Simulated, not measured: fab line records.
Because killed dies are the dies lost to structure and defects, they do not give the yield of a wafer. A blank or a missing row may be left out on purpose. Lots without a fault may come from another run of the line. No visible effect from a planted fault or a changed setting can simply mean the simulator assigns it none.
Matching of chambers	flow n5 finfet	4 sister chambers for N5_BEOL_M10_ETCH_61 on rie diel-04
The step etches SiARC in CF4, target depth 39 nm, time 65 s. 4 wafers are shown with their chamber, then 6 later ones without.

== WAFERS, EACH WITH ITS CHAMBER ==
wafer	chamber	throttle valve pct (%)
L083.4	2	15.78
L087.1	0	15.59
L087.2	1	15.29
L087.3	3	15.28

== WAFERS MISSING THEIR CHAMBER ==
wafer	throttle valve pct (%)
L092.2	15.61
L092.4	15.33
L092.5	15.31
L095.2	15.86
L095.4	15.62
L095.5	15.63

== WHICH CHAMBER EACH WENT THROUGH ==
wafer	from the rows above	in truth
L092.2	0	0
L092.4	can't be placed: 1 or 3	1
L092.5	can't be placed: 1 or 3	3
L095.2	2	2
L095.4	0	0
L095.5	0	0
Correctly placed: 4 of 6. Can't be placed from these rows: 2 (the true chamber is among the candidates in 2). Wrongly placed: 0.
How it was worked out, from the rows above alone: a wafer's distance from a chamber is the root of the sum, over the readings, of the square of ((its reading less the chamber's mean) divided by the reading's scatter). If the next closest chamber is less than 2 further off than the closest, the wafer can't be placed; otherwise it belongs to the closest. Each chamber's mean is taken over the wafers shown for it. The scatter (one wafer shown for each chamber): square how far every hidden wafer sits from the nearest shown wafer, average those squares and take the square root.
